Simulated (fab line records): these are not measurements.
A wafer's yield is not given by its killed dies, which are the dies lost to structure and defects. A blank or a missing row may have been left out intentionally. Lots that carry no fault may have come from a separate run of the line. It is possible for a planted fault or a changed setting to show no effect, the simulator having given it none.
Chamber matching | flow nandHarc | 4 sister chambers for NHARC_A_M1_CMP_23 on cmp-04
The step polishes, t overpolish 20 s, target thk 154.34 nm. 20 wafers are shown with their chamber, then 10 later ones without.

## WAFERS, EACH WITH ITS CHAMBER
wafer  | chamber | motorCurrentA (A) | timeToEndpointS (s)
L074.2 | 1       | 11.4              | 27.9
L074.3 | 3       | 9.8               | 27.9
L074.5 | 0       | 12.3              | 27.2
L080.2 | 1       | 10.9              | 29.2
L080.5 | 0       | 12.1              | 24.2
L080.6 | 1       | 11.2              | 27.7
L081.1 | 2       | 10.6              | 27.6
L081.4 | 3       | 10.1              | 29.1
L081.6 | 3       | 10.0              | 27.4
L082.1 | 3       | 10.3              | 29.1
L082.2 | 0       | 12.5              | 27.3
L082.5 | 3       | 10.7              | 30.4
L084.2 | 0       | 11.4              | 27.3
L084.4 | 3       | 10.5              | 30.7
L084.6 | 3       | 10.6              | 29.1
L083.3 | 0       | 11.7              | 26.7
L083.4 | 3       | 10.0              | 28.0
L083.6 | 0       | 11.3              | 27.2
L088.2 | 0       | 11.8              | 25.9
L088.4 | 1       | 11.1              | 29.2

SIGNATURES (means of the wafers above)
reading         | chamber 0 | chamber 1 | chamber 2 | chamber 3 | scatter within a chamber
motorCurrentA   | 11.871    | 11.150    | 10.600    | 10.250    | 0.361
timeToEndpointS | 26.543    | 28.500    | 27.600    | 28.962    | 1.11
Rule: distance of a wafer from a chamber = root of the sum over the readings of ((wafer's reading minus chamber's mean) / reading's scatter) squared. The wafer belongs to the nearest chamber; if the next one is less than 2 further off, it can't be placed. The scatter: the root of (the sum of the squares of (reading less its chamber's mean) over the shown wafers, divided by (wafers less chambers)).

## WAFERS WITHOUT THEIR CHAMBER
wafer  | motorCurrentA (A) | timeToEndpointS (s)
L088.6 | 11.8              | 28.0
L090.1 | 10.4              | 28.8
L090.3 | 11.1              | 27.2
L090.6 | 11.2              | 30.2
L092.3 | 10.9              | 26.6
L092.4 | 10.9              | 27.3
L092.6 | 10.7              | 30.8
L093.1 | 11.1              | 24.7
L093.3 | 11.4              | 25.4
L093.5 | 12.1              | 23.9

## THE CHAMBER EACH PASSED THROUGH
wafer  | from the rows above               | in truth
L088.6 | can't be placed: 0 or 1           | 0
L090.1 | can't be placed: 3 or 2 or 1      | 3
L090.3 | can't be placed: 1 or 2 or 0 or 3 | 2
L090.6 | can't be placed: 1 or 3 or 2      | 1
L092.3 | can't be placed: 2 or 1 or 0 or 3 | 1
L092.4 | can't be placed: 2 or 1 or 3 or 0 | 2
L092.6 | can't be placed: 3 or 1 or 2      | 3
L093.1 | can't be placed: 0 or 2 or 1 or 3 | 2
L093.3 | can't be placed: 0 or 1 or 2      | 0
L093.5 | 0                                 | 0
1 of 10 placed correctly. Unplaceable from these rows: 9, with the true chamber sitting among the candidates in 9. Wrongly placed: 0.
